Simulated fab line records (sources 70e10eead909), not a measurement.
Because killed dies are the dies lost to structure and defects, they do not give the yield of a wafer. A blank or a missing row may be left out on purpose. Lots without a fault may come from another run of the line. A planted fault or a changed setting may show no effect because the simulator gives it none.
Which of the tools did it? || flow nandHarc || 72 wafers from 24 lots sampled at 6 of the route's 1302 steps

== WHAT EACH GAUGE READ, for each wafer ==
NHARC_P_ZERO_WELL_INSPECT_43.
{"lot": "L074", "measured": "day 2 03:26", "on": "defectInspect-01", "rawDefectCount": "12 11 7"}
{"lot": "L075", "measured": "day 2 14:32", "on": "defectInspect-01", "rawDefectCount": "5 12 3"}
{"lot": "L076", "measured": "day 2 23:38", "on": "defectInspect-02", "rawDefectCount": "11 21 8"}
{"lot": "L077", "measured": "day 3 09:31", "on": "defectInspect-01", "rawDefectCount": "16 9 13"}
{"lot": "L078", "measured": "day 3 19:43", "on": "defectInspect-02", "rawDefectCount": "10 2 11"}
{"lot": "L079", "measured": "day 4 05:34", "on": "defectInspect-02", "rawDefectCount": "19 9 10"}
{"lot": "L080", "measured": "day 4 15:35", "on": "defectInspect-02", "rawDefectCount": "19 11 21"}
{"lot": "L081", "measured": "day 5 05:46", "on": "defectInspect-01", "rawDefectCount": "10 15 16"}
{"lot": "L082", "measured": "day 5 11:43", "on": "defectInspect-01", "rawDefectCount": "20 12 5"}
{"lot": "L083", "measured": "day 5 21:34", "on": "defectInspect-02", "rawDefectCount": "5 3 2"}
{"lot": "L084", "measured": "day 6 07:50", "on": "defectInspect-01", "rawDefectCount": "12 8 13"}
{"lot": "L085", "measured": "day 6 17:28", "on": "defectInspect-02", "rawDefectCount": "7 6 7"}
{"lot": "L086", "measured": "day 7 03:40", "on": "defectInspect-01", "rawDefectCount": "8 7 7"}
{"lot": "L087", "measured": "day 7 14:17", "on": "defectInspect-02", "rawDefectCount": "9 10 8"}
{"lot": "L088", "measured": "day 7 23:23", "on": "defectInspect-02", "rawDefectCount": "22 13 6"}
{"lot": "L089", "measured": "day 8 09:23", "on": "defectInspect-02", "rawDefectCount": "12 6 11"}
{"lot": "L090", "measured": "day 8 19:21", "on": "defectInspect-01", "rawDefectCount": "23 14 19"}
{"lot": "L091", "measured": "day 9 05:49", "on": "defectInspect-01", "rawDefectCount": "6 12 12"}
{"lot": "L092", "measured": "day 9 16:26", "on": "defectInspect-01", "rawDefectCount": "5 3 3"}
{"lot": "L093", "measured": "day 10 01:45", "on": "defectInspect-01", "rawDefectCount": "21 6 11"}
{"lot": "L094", "measured": "day 10 11:39", "on": "defectInspect-01", "rawDefectCount": "12 7 4"}
{"lot": "L095", "measured": "day 10 23:23", "on": "defectInspect-02", "rawDefectCount": "9 20 17"}
{"lot": "L096", "measured": "day 11 07:50", "on": "defectInspect-01", "rawDefectCount": "8 20 32"}
{"lot": "L097", "measured": "day 11 17:30", "on": "defectInspect-02", "rawDefectCount": "17 17 17"}

NHARC_P_STI_OCD_MEAS_17.
{"lot": "L074", "measured": "day 2 23:34", "on": "ocd-02", "trenchDepthNm (nm)": "294 302 299", "trenchFootCdNm (nm)": "161.9 160.4 157.4"}
{"lot": "L075", "measured": "day 3 10:34", "on": "ocd-01", "trenchDepthNm (nm)": "290 292 301", "trenchFootCdNm (nm)": "160.4 159.8 160.0"}
{"lot": "L076", "measured": "day 3 16:13", "on": "ocd-01", "trenchDepthNm (nm)": "298 301 297", "trenchFootCdNm (nm)": "160.4 160.6 156.3"}
{"lot": "L077", "measured": "day 4 00:38", "on": "ocd-02", "trenchDepthNm (nm)": "305 294 294", "trenchFootCdNm (nm)": "157.4 159.8 156.8"}
{"lot": "L078", "measured": "day 4 14:44", "on": "ocd-01", "trenchDepthNm (nm)": "299 291 297", "trenchFootCdNm (nm)": "159.5 158.6 155.5"}
{"lot": "L079", "measured": "day 4 23:01", "on": "ocd-01", "trenchDepthNm (nm)": "311 302 313", "trenchFootCdNm (nm)": "158.4 157.7 159.6"}
{"lot": "L080", "measured": "day 5 10:46", "on": "ocd-01", "trenchDepthNm (nm)": "308 304 299", "trenchFootCdNm (nm)": "156.9 160.8 160.9"}
{"lot": "L081", "measured": "day 5 21:04", "on": "ocd-02", "trenchDepthNm (nm)": "306 292 308", "trenchFootCdNm (nm)": "155.6 158.8 157.8"}
{"lot": "L082", "measured": "day 6 04:53", "on": "ocd-01", "trenchDepthNm (nm)": "299 301 302", "trenchFootCdNm (nm)": "156.5 158.2 152.9"}
{"lot": "L083", "measured": "day 6 18:07", "on": "ocd-01", "trenchDepthNm (nm)": "306 306 303", "trenchFootCdNm (nm)": "157.5 155.3 158.9"}
{"lot": "L084", "measured": "day 7 02:22", "on": "ocd-01", "trenchDepthNm (nm)": "299 304 297", "trenchFootCdNm (nm)": "154.7 158.0 155.8"}
{"lot": "L085", "measured": "day 7 10:43", "on": "ocd-02", "trenchDepthNm (nm)": "303 301 303", "trenchFootCdNm (nm)": "160.0 156.6 160.5"}
{"lot": "L086", "measured": "day 7 20:11", "on": "ocd-01", "trenchDepthNm (nm)": "291 303 293", "trenchFootCdNm (nm)": "156.9 159.0 159.0"}
{"lot": "L087", "measured": "day 8 11:52", "on": "ocd-02", "trenchDepthNm (nm)": "299 297 294", "trenchFootCdNm (nm)": "159.5 155.3 159.3"}
{"lot": "L088", "measured": "day 8 12:03", "on": "ocd-02", "trenchDepthNm (nm)": "300 303 301", "trenchFootCdNm (nm)": "159.8 161.2 157.4"}
{"lot": "L089", "measured": "day 9 01:20", "on": "ocd-02", "trenchDepthNm (nm)": "299 299 298", "trenchFootCdNm (nm)": "157.7 157.7 159.6"}
{"lot": "L090", "measured": "day 9 11:07", "on": "ocd-01", "trenchDepthNm (nm)": "294 295 295", "trenchFootCdNm (nm)": "159.9 163.3 163.1"}
{"lot": "L091", "measured": "day 9 21:54", "on": "ocd-01", "trenchDepthNm (nm)": "302 303 305", "trenchFootCdNm (nm)": "155.3 155.4 155.1"}
{"lot": "L092", "measured": "day 10 07:57", "on": "ocd-01", "trenchDepthNm (nm)": "304 305 304", "trenchFootCdNm (nm)": "160.3 159.8 160.5"}
{"lot": "L093", "measured": "day 10 20:18", "on": "ocd-02", "trenchDepthNm (nm)": "299 298 300", "trenchFootCdNm (nm)": "157.5 153.3 153.4"}
{"lot": "L094", "measured": "day 11 04:03", "on": "ocd-02", "trenchDepthNm (nm)": "303 297 308", "trenchFootCdNm (nm)": "155.9 162.4 159.8"}
{"lot": "L095", "measured": "day 11 14:53", "on": "ocd-01", "trenchDepthNm (nm)": "298 303 296", "trenchFootCdNm (nm)": "161.2 154.5 158.0"}
{"lot": "L096", "measured": "day 11 23:59", "on": "ocd-01", "trenchDepthNm (nm)": "301 301 302", "trenchFootCdNm (nm)": "160.8 161.1 162.4"}
{"lot": "L097", "measured": "day 12 10:02", "on": "ocd-01", "trenchDepthNm (nm)": "302 295 302", "trenchFootCdNm (nm)": "159.5 156.5 153.5"}

NHARC_P_STI_INSPECT_25.
{"lot": "L074", "measured": "day 4 02:39", "on": "defectInspect-01", "rawDefectCount": "193 121 106"}
{"lot": "L075", "measured": "day 4 13:12", "on": "defectInspect-02", "rawDefectCount": "207 412 259"}
{"lot": "L076", "measured": "day 4 19:21", "on": "defectInspect-01", "rawDefectCount": "281 333 140"}
{"lot": "L077", "measured": "day 5 03:26", "on": "defectInspect-02", "rawDefectCount": "150 186 191"}
{"lot": "L078", "measured": "day 5 17:19", "on": "defectInspect-01", "rawDefectCount": "162 135 207"}
{"lot": "L079", "measured": "day 6 00:55", "on": "defectInspect-02", "rawDefectCount": "229 182 156"}
{"lot": "L080", "measured": "day 6 14:41", "on": "defectInspect-01", "rawDefectCount": "114 127 135"}
{"lot": "L081", "measured": "day 7 00:22", "on": "defectInspect-01", "rawDefectCount": "155 283 212"}
{"lot": "L082", "measured": "day 7 08:27", "on": "defectInspect-02", "rawDefectCount": "136 321 169"}
{"lot": "L083", "measured": "day 8 02:18", "on": "defectInspect-02", "rawDefectCount": "266 322 265"}
{"lot": "L084", "measured": "day 8 11:16", "on": "defectInspect-02", "rawDefectCount": "330 389 260"}
{"lot": "L085", "measured": "day 8 20:16", "on": "defectInspect-01", "rawDefectCount": "296 232 132"}
{"lot": "L086", "measured": "day 9 01:28", "on": "defectInspect-01", "rawDefectCount": "203 184 313"}
{"lot": "L087", "measured": "day 10 02:34", "on": "defectInspect-01", "rawDefectCount": "206 198 155"}
{"lot": "L088", "measured": "day 10 02:35", "on": "defectInspect-01", "rawDefectCount": "229 300 278"}
{"lot": "L089", "measured": "day 10 02:35", "on": "defectInspect-02", "rawDefectCount": "256 238 360"}
{"lot": "L090", "measured": "day 10 13:28", "on": "defectInspect-02", "rawDefectCount": "151 162 229"}
{"lot": "L091", "measured": "day 11 00:44", "on": "defectInspect-02", "rawDefectCount": "227 225 226"}
{"lot": "L092", "measured": "day 11 15:02", "on": "defectInspect-02", "rawDefectCount": "193 124 171"}
{"lot": "L093", "measured": "day 11 22:20", "on": "defectInspect-01", "rawDefectCount": "351 301 235"}
{"lot": "L094", "measured": "day 12 10:46", "on": "defectInspect-02", "rawDefectCount": "119 111 329"}
{"lot": "L095", "measured": "day 12 16:33", "on": "defectInspect-02", "rawDefectCount": "309 368 166"}
{"lot": "L096", "measured": "day 13 02:37", "on": "defectInspect-02", "rawDefectCount": "120 154 232"}
{"lot": "L097", "measured": "day 13 15:07", "on": "defectInspect-01", "rawDefectCount": "117 122 136"}

NHARC_P_GATE_CD_MEAS_59 targets a cd of 720 nm.
{"lot": "L074", "measured": "day 5 13:52", "on": "cdSem-03", "cdNm (nm)": "721.4 719.8 719.6"}
{"lot": "L075", "measured": "day 6 02:59", "on": "cdSem-03", "cdNm (nm)": "721.2 718.7 718.7"}
{"lot": "L076", "measured": "day 6 07:59", "on": "cdSem-02", "cdNm (nm)": "718.5 722.3 716.1"}
{"lot": "L077", "measured": "day 6 19:34", "on": "cdSem-01", "cdNm (nm)": "720.9 719.0 721.1"}
{"lot": "L078", "measured": "day 7 07:04", "on": "cdSem-03", "cdNm (nm)": "722.6 721.8 722.8"}
{"lot": "L079", "measured": "day 7 15:07", "on": "cdSem-02", "cdNm (nm)": "722.2 719.2 719.1"}
{"lot": "L080", "measured": "day 8 04:16", "on": "cdSem-03", "cdNm (nm)": "721.0 721.0 718.3"}
{"lot": "L081", "measured": "day 8 17:58", "on": "cdSem-02", "cdNm (nm)": "721.0 718.1 720.1"}
{"lot": "L082", "measured": "day 8 23:48", "on": "cdSem-01", "cdNm (nm)": "720.8 725.3 722.0"}
{"lot": "L083", "measured": "day 9 14:37", "on": "cdSem-01", "cdNm (nm)": "719.0 719.6 718.4"}
{"lot": "L084", "measured": "day 10 01:43", "on": "cdSem-02", "cdNm (nm)": "718.4 721.1 719.9"}
{"lot": "L085", "measured": "day 10 16:52", "on": "cdSem-01", "cdNm (nm)": "721.9 719.9 722.5"}
{"lot": "L086", "measured": "day 10 17:35", "on": "cdSem-01", "cdNm (nm)": "720.8 719.8 720.1"}
{"lot": "L087", "measured": "day 11 16:25", "on": "cdSem-03", "cdNm (nm)": "720.1 722.3 718.6"}
{"lot": "L088", "measured": "day 11 18:44", "on": "cdSem-03", "cdNm (nm)": "716.5 720.4 720.6"}
{"lot": "L089", "measured": "day 11 15:44", "on": "cdSem-02", "cdNm (nm)": "721.0 722.0 722.9"}
{"lot": "L090", "measured": "day 12 11:51", "on": "cdSem-02", "cdNm (nm)": "721.7 723.4 720.2"}
{"lot": "L091", "measured": "day 12 19:44", "on": "cdSem-01", "cdNm (nm)": "720.2 722.3 720.5"}
{"lot": "L092", "measured": "day 13 06:05", "on": "cdSem-02", "cdNm (nm)": "719.5 719.7 721.9"}
{"lot": "L093", "measured": "day 13 15:05", "on": "cdSem-02", "cdNm (nm)": "719.6 718.0 719.1"}
{"lot": "L094", "measured": "day 14 02:13", "on": "cdSem-03", "cdNm (nm)": "718.7 721.3 717.9"}
{"lot": "L095", "measured": "day 14 15:53", "on": "cdSem-02", "cdNm (nm)": "720.0 719.2 718.9"}
{"lot": "L096", "measured": "day 15 00:29", "on": "cdSem-02", "cdNm (nm)": "720.7 721.2 720.1"}
{"lot": "L097", "measured": "day 15 03:43", "on": "cdSem-02", "cdNm (nm)": "721.2 724.6 722.1"}

== WHAT TOOL EACH LOT RAN ON (gives the tool, then ch and the chambers of the sampled wafers, and finally the start) ==
{"lot": "L074", "NHARC_P_GATE_ETCH_104": "rieDiel-01 ch 2,3, day 5 00:10", "NHARC_P_GATE_ALD_36": "aldSin-01 ch 0,2,3, day 5 03:33"}
{"lot": "L075", "NHARC_P_GATE_ETCH_104": "rieDiel-06 ch 0,1,3, day 5 13:22", "NHARC_P_GATE_ALD_36": "aldSin-02 ch 0,2,3, day 5 17:46"}
{"lot": "L076", "NHARC_P_GATE_ETCH_104": "rieDiel-01 ch 1,2,3, day 5 18:35", "NHARC_P_GATE_ALD_36": "aldSin-04 ch 2,3, day 5 19:48"}
{"lot": "L077", "NHARC_P_GATE_ETCH_104": "rieDiel-01 ch 0,1, day 6 05:59", "NHARC_P_GATE_ALD_36": "aldSin-01 ch 2,3, day 6 07:14"}
{"lot": "L078", "NHARC_P_GATE_ETCH_104": "rieDiel-10 ch 0,1,3, day 6 17:19", "NHARC_P_GATE_ALD_36": "aldSin-02 ch 0,1, day 6 18:28"}
{"lot": "L079", "NHARC_P_GATE_ETCH_104": "rieDiel-10 ch 0,2, day 7 01:47", "NHARC_P_GATE_ALD_36": "aldSin-04 ch 0,2, day 7 04:01"}
{"lot": "L080", "NHARC_P_GATE_ETCH_104": "rieDiel-10 ch 1,2,3, day 7 15:02", "NHARC_P_GATE_ALD_36": "aldSin-01 ch 2,3, day 7 16:11"}
{"lot": "L081", "NHARC_P_GATE_ETCH_104": "rieDiel-10 ch 1,2,3, day 8 02:21", "NHARC_P_GATE_ALD_36": "aldSin-02 ch 1,2, day 8 03:31"}
{"lot": "L082", "NHARC_P_GATE_ETCH_104": "rieDiel-10 ch 0,1,2, day 8 10:29", "NHARC_P_GATE_ALD_36": "aldSin-04 ch 1,3, day 8 12:42"}
{"lot": "L083", "NHARC_P_GATE_ETCH_104": "rieDiel-06 ch 1,3, day 9 01:11", "NHARC_P_GATE_ALD_36": "aldSin-01 ch 1,2, day 9 03:26"}
{"lot": "L084", "NHARC_P_GATE_ETCH_104": "rieDiel-10 ch 0,2,3, day 9 10:16", "NHARC_P_GATE_ALD_36": "aldSin-02 ch 1,2,3, day 9 12:49"}
{"lot": "L085", "NHARC_P_GATE_ETCH_104": "rieDiel-10 ch 0,1,3, day 10 03:23", "NHARC_P_GATE_ALD_36": "aldSin-04 ch 0,1,2, day 10 05:37"}
{"lot": "L086", "NHARC_P_GATE_ETCH_104": "rieDiel-10 ch 2,3, day 10 04:09", "NHARC_P_GATE_ALD_36": "aldSin-02 ch 0,1,3, day 10 08:29"}
{"lot": "L087", "NHARC_P_GATE_ETCH_104": "rieDiel-06 ch 0,1, day 11 02:55", "NHARC_P_GATE_ALD_36": "aldSin-04 ch 0,2,3, day 11 07:16"}
{"lot": "L088", "NHARC_P_GATE_ETCH_104": "rieDiel-01 ch 1,2,3, day 11 03:14", "NHARC_P_GATE_ALD_36": "aldSin-02 ch 1,2,3, day 11 05:53"}
{"lot": "L089", "NHARC_P_GATE_ETCH_104": "rieDiel-01 ch 1,3, day 11 02:17", "NHARC_P_GATE_ALD_36": "aldSin-01 ch 2,3, day 11 03:32"}
{"lot": "L090", "NHARC_P_GATE_ETCH_104": "rieDiel-01 ch 0,1, day 11 22:31", "NHARC_P_GATE_ALD_36": "aldSin-01 ch 1,3, day 12 00:44"}
{"lot": "L091", "NHARC_P_GATE_ETCH_104": "rieDiel-10 ch 0,1,2, day 12 06:19", "NHARC_P_GATE_ALD_36": "aldSin-04 ch 1,2, day 12 07:29"}
{"lot": "L092", "NHARC_P_GATE_ETCH_104": "rieDiel-01 ch 0,2,3, day 12 16:44", "NHARC_P_GATE_ALD_36": "aldSin-02 ch 0,1,3, day 12 18:56"}
{"lot": "L093", "NHARC_P_GATE_ETCH_104": "rieDiel-10 ch 0,2, day 13 01:44", "NHARC_P_GATE_ALD_36": "aldSin-01 ch 0,2, day 13 03:58"}
{"lot": "L094", "NHARC_P_GATE_ETCH_104": "rieDiel-10 ch 0,1,2, day 13 12:46", "NHARC_P_GATE_ALD_36": "aldSin-04 ch 0,3, day 13 15:05"}
{"lot": "L095", "NHARC_P_GATE_ETCH_104": "rieDiel-01 ch 1,2,3, day 14 02:07", "NHARC_P_GATE_ALD_36": "aldSin-02 ch 1,3, day 14 04:35"}
{"lot": "L096", "NHARC_P_GATE_ETCH_104": "rieDiel-06 ch 0,3, day 14 10:37", "NHARC_P_GATE_ALD_36": "aldSin-01 ch 1,2,3, day 14 13:58"}
{"lot": "L097", "NHARC_P_GATE_ETCH_104": "rieDiel-06 ch 1,2,3, day 14 14:09", "NHARC_P_GATE_ALD_36": "aldSin-04 ch 0,1,2, day 14 17:32"}
- NHARC_P_GATE_ETCH_104: etches the open film in CF4/CHF3, target depth 60 nm.
- NHARC_P_GATE_ALD_36: deposits SiNx, target thk 20 nm, pulse time 60 s, ald cycles 223.

== WHAT THE TOOLS THEMSELVES READ (means of the sampled wafers that have a number; where no wafer has one, the mark that the record gives instead) ==
NHARC_P_GATE_ETCH_104.
{"lot": "L074", "tool": "rieDiel-01", "cf4FlowSccm (sccm)": 99.7, "drypumpMotorCurrentA (A)": 5.4, "oesProductAu (a.u.)": 0.955, "rfFwdPowerW (W)": 491.5, "rfVppV (V)": 372.5, "showerheadPlenumPTorr (Torr)": 1.63, "throttleValvePct (%)": 16.800}
{"lot": "L075", "tool": "rieDiel-06", "cf4FlowSccm (sccm)": 99.8, "drypumpMotorCurrentA (A)": 5.7, "oesProductAu (a.u.)": 0.923, "rfFwdPowerW (W)": 492.1, "rfVppV (V)": 368.5, "showerheadPlenumPTorr (Torr)": 1.51, "throttleValvePct (%)": 16.798}
{"lot": "L076", "tool": "rieDiel-01", "cf4FlowSccm (sccm)": 99.9, "drypumpMotorCurrentA (A)": 5.7, "oesProductAu (a.u.)": 0.948, "rfFwdPowerW (W)": 490.0, "rfVppV (V)": 372.4, "showerheadPlenumPTorr (Torr)": 1.64, "throttleValvePct (%)": 16.796}
{"lot": "L077", "tool": "rieDiel-01", "cf4FlowSccm (sccm)": 99.8, "drypumpMotorCurrentA (A)": 6.4, "oesProductAu (a.u.)": 0.954, "rfFwdPowerW (W)": 490.5, "rfVppV (V)": 372.9, "showerheadPlenumPTorr (Torr)": 1.64, "throttleValvePct (%)": 16.802}
{"lot": "L078", "tool": "rieDiel-10", "cf4FlowSccm (sccm)": 99.6, "drypumpMotorCurrentA (A)": 5.7, "oesProductAu (a.u.)": 0.963, "rfFwdPowerW (W)": 491.5, "rfVppV (V)": 368.8, "showerheadPlenumPTorr (Torr)": 1.53, "throttleValvePct (%)": 16.807}
{"lot": "L079", "tool": "rieDiel-10", "cf4FlowSccm (sccm)": 99.9, "drypumpMotorCurrentA (A)": 6.0, "oesProductAu (a.u.)": 0.963, "rfFwdPowerW (W)": 493.8, "rfVppV (V)": 368.9, "showerheadPlenumPTorr (Torr)": 1.52, "throttleValvePct (%)": 16.809}
{"lot": "L080", "tool": "rieDiel-10", "cf4FlowSccm (sccm)": 100.3, "drypumpMotorCurrentA (A)": 5.7, "oesProductAu (a.u.)": 0.927, "rfFwdPowerW (W)": 492.6, "rfVppV (V)": 371.6, "showerheadPlenumPTorr (Torr)": 1.58, "throttleValvePct (%)": 16.808}
{"lot": "L081", "tool": "rieDiel-10", "cf4FlowSccm (sccm)": 99.6, "drypumpMotorCurrentA (A)": 5.7, "oesProductAu (a.u.)": 0.922, "rfFwdPowerW (W)": 493.7, "rfVppV (V)": 370.7, "showerheadPlenumPTorr (Torr)": 1.58, "throttleValvePct (%)": 16.805}
{"lot": "L082", "tool": "rieDiel-10", "cf4FlowSccm (sccm)": 99.9, "drypumpMotorCurrentA (A)": 5.9, "oesProductAu (a.u.)": 0.917, "rfFwdPowerW (W)": 490.8, "rfVppV (V)": 369.5, "showerheadPlenumPTorr (Torr)": 1.53, "throttleValvePct (%)": 16.799}
{"lot": "L083", "tool": "rieDiel-06", "cf4FlowSccm (sccm)": 99.9, "drypumpMotorCurrentA (A)": 5.7, "oesProductAu (a.u.)": 0.927, "rfFwdPowerW (W)": 493.5, "rfVppV (V)": 367.6, "showerheadPlenumPTorr (Torr)": 1.48, "throttleValvePct (%)": 16.800}
{"lot": "L084", "tool": "rieDiel-10", "cf4FlowSccm (sccm)": 100.2, "drypumpMotorCurrentA (A)": 5.8, "oesProductAu (a.u.)": 0.953, "rfFwdPowerW (W)": 492.1, "rfVppV (V)": 370.9, "showerheadPlenumPTorr (Torr)": 1.57, "throttleValvePct (%)": 16.806}
{"lot": "L085", "tool": "rieDiel-10", "cf4FlowSccm (sccm)": 99.8, "drypumpMotorCurrentA (A)": 5.7, "oesProductAu (a.u.)": 0.964, "rfFwdPowerW (W)": 491.2, "rfVppV (V)": 370.2, "showerheadPlenumPTorr (Torr)": 1.53, "throttleValvePct (%)": 16.802}
{"lot": "L086", "tool": "rieDiel-10", "cf4FlowSccm (sccm)": 100.1, "drypumpMotorCurrentA (A)": 5.6, "oesProductAu (a.u.)": 0.959, "rfFwdPowerW (W)": 489.6, "rfVppV (V)": 372.3, "showerheadPlenumPTorr (Torr)": 1.62, "throttleValvePct (%)": 16.809}
{"lot": "L087", "tool": "rieDiel-06", "cf4FlowSccm (sccm)": 99.7, "drypumpMotorCurrentA (A)": 5.9, "oesProductAu (a.u.)": 0.912, "rfFwdPowerW (W)": 488.0, "rfVppV (V)": 369.1, "showerheadPlenumPTorr (Torr)": 1.54, "throttleValvePct (%)": 16.800}
{"lot": "L088", "tool": "rieDiel-01", "cf4FlowSccm (sccm)": 99.9, "drypumpMotorCurrentA (A)": 5.7, "oesProductAu (a.u.)": 0.958, "rfFwdPowerW (W)": 489.3, "rfVppV (V)": 372.6, "showerheadPlenumPTorr (Torr)": 1.64, "throttleValvePct (%)": 16.802}
{"lot": "L089", "tool": "rieDiel-01", "cf4FlowSccm (sccm)": 100.1, "drypumpMotorCurrentA (A)": 6.1, "oesProductAu (a.u.)": 0.960, "rfFwdPowerW (W)": 490.9, "rfVppV (V)": 373.0, "showerheadPlenumPTorr (Torr)": 1.65, "throttleValvePct (%)": 16.795}
{"lot": "L090", "tool": "rieDiel-01", "cf4FlowSccm (sccm)": 100.1, "drypumpMotorCurrentA (A)": 6.2, "oesProductAu (a.u.)": 0.917, "rfFwdPowerW (W)": 487.5, "rfVppV (V)": 371.5, "showerheadPlenumPTorr (Torr)": 1.61, "throttleValvePct (%)": 16.805}
{"lot": "L091", "tool": "rieDiel-10", "cf4FlowSccm (sccm)": 99.7, "drypumpMotorCurrentA (A)": 5.9, "oesProductAu (a.u.)": 0.964, "rfFwdPowerW (W)": 491.8, "rfVppV (V)": 368.8, "showerheadPlenumPTorr (Torr)": 1.53, "throttleValvePct (%)": 16.802}
{"lot": "L092", "tool": "rieDiel-01", "cf4FlowSccm (sccm)": 100.1, "drypumpMotorCurrentA (A)": 5.6, "oesProductAu (a.u.)": 0.920, "rfFwdPowerW (W)": 490.2, "rfVppV (V)": 371.8, "showerheadPlenumPTorr (Torr)": 1.60, "throttleValvePct (%)": 16.803}
{"lot": "L093", "tool": "rieDiel-10", "cf4FlowSccm (sccm)": 100.0, "drypumpMotorCurrentA (A)": 6.1, "oesProductAu (a.u.)": 0.929, "rfFwdPowerW (W)": 494.0, "rfVppV (V)": 370.8, "showerheadPlenumPTorr (Torr)": 1.57, "throttleValvePct (%)": 16.810}
{"lot": "L094", "tool": "rieDiel-10", "cf4FlowSccm (sccm)": 100.0, "drypumpMotorCurrentA (A)": 5.9, "oesProductAu (a.u.)": 0.918, "rfFwdPowerW (W)": 493.2, "rfVppV (V)": 369.5, "showerheadPlenumPTorr (Torr)": 1.53, "throttleValvePct (%)": 16.804}
{"lot": "L095", "tool": "rieDiel-01", "cf4FlowSccm (sccm)": 100.0, "drypumpMotorCurrentA (A)": 5.7, "oesProductAu (a.u.)": 0.962, "rfFwdPowerW (W)": 491.5, "rfVppV (V)": 372.2, "showerheadPlenumPTorr (Torr)": 1.64, "throttleValvePct (%)": 16.807}
{"lot": "L096", "tool": "rieDiel-06", "cf4FlowSccm (sccm)": 99.6, "drypumpMotorCurrentA (A)": 5.5, "oesProductAu (a.u.)": 0.964, "rfFwdPowerW (W)": 493.3, "rfVppV (V)": 368.7, "showerheadPlenumPTorr (Torr)": 1.50, "throttleValvePct (%)": 16.798}
{"lot": "L097", "tool": "rieDiel-06", "cf4FlowSccm (sccm)": 100.1, "drypumpMotorCurrentA (A)": 5.8, "oesProductAu (a.u.)": 0.960, "rfFwdPowerW (W)": 491.9, "rfVppV (V)": 367.8, "showerheadPlenumPTorr (Torr)": 1.52, "throttleValvePct (%)": 16.806}

NHARC_P_GATE_ALD_36.
{"lot": "L074", "tool": "aldSin-01", "heaterPowerW (W)": 760, "precursorPulseHeightRel": 1.013}
{"lot": "L075", "tool": "aldSin-02", "heaterPowerW (W)": 841, "precursorPulseHeightRel": 1.012}
{"lot": "L076", "tool": "aldSin-04", "heaterPowerW (W)": 777, "precursorPulseHeightRel": 0.994}
{"lot": "L077", "tool": "aldSin-01", "heaterPowerW (W)": 763, "precursorPulseHeightRel": 0.981}
{"lot": "L078", "tool": "aldSin-02", "heaterPowerW (W)": 876, "precursorPulseHeightRel": 1.011}
{"lot": "L079", "tool": "aldSin-04", "heaterPowerW (W)": 775, "precursorPulseHeightRel": 0.995}
{"lot": "L080", "tool": "aldSin-01", "heaterPowerW (W)": 763, "precursorPulseHeightRel": 1.018}
{"lot": "L081", "tool": "aldSin-02", "heaterPowerW (W)": 806, "precursorPulseHeightRel": 1.007}
{"lot": "L082", "tool": "aldSin-04", "heaterPowerW (W)": 834, "precursorPulseHeightRel": 1.004}
{"lot": "L083", "tool": "aldSin-01", "heaterPowerW (W)": 793, "precursorPulseHeightRel": 0.998}
{"lot": "L084", "tool": "aldSin-02", "heaterPowerW (W)": 831, "precursorPulseHeightRel": 1.008}
{"lot": "L085", "tool": "aldSin-04", "heaterPowerW (W)": 807, "precursorPulseHeightRel": 1.010}
{"lot": "L086", "tool": "aldSin-02", "heaterPowerW (W)": 868, "precursorPulseHeightRel": 1.004}
{"lot": "L087", "tool": "aldSin-04", "heaterPowerW (W)": 761, "precursorPulseHeightRel": 0.998}
{"lot": "L088", "tool": "aldSin-02", "heaterPowerW (W)": 831, "precursorPulseHeightRel": 0.982}
{"lot": "L089", "tool": "aldSin-01", "heaterPowerW (W)": 756, "precursorPulseHeightRel": 0.999}
{"lot": "L090", "tool": "aldSin-01", "heaterPowerW (W)": 788, "precursorPulseHeightRel": 1.007}
{"lot": "L091", "tool": "aldSin-04", "heaterPowerW (W)": 888, "precursorPulseHeightRel": 0.992}
{"lot": "L092", "tool": "aldSin-02", "heaterPowerW (W)": 888, "precursorPulseHeightRel": 0.991}
{"lot": "L093", "tool": "aldSin-01", "heaterPowerW (W)": 806, "precursorPulseHeightRel": 1.011}
{"lot": "L094", "tool": "aldSin-04", "heaterPowerW (W)": 745, "precursorPulseHeightRel": 0.997}
{"lot": "L095", "tool": "aldSin-02", "heaterPowerW (W)": 941, "precursorPulseHeightRel": 0.989}
{"lot": "L096", "tool": "aldSin-01", "heaterPowerW (W)": 779, "precursorPulseHeightRel": 0.983}
{"lot": "L097", "tool": "aldSin-04", "heaterPowerW (W)": 825, "precursorPulseHeightRel": 0.989}

== THE ANSWER, worked out from the rows above alone ==
Rule: the usual values come from the lots themselves. Put in order of their means at a reading, lots are off if they are a third of the lots or fewer, leave a main group of 4 or more, and stand apart from it by a gap of 3 or more times the standard deviation of the main group's means; of several such gaps the widest counts. A main group is skipped when, at the precision printed for the reading in the tables above, its means are all equal. A lot without any number at a reading at which 4 lots or more have one is off too. The other lots that the step has rows for count as sound. Order of review: gauges by route order, followed by the tools' own readings, for which a lot's mean as printed above is used. The first step at which some lot is off is used, and at that step the reading that is off furthest; a lot without a number counts as furthest.
Across all readings shown, no lot is off: no conclusion can be drawn from this.

== WHAT THE SIMULATOR HAD INSERTED ==
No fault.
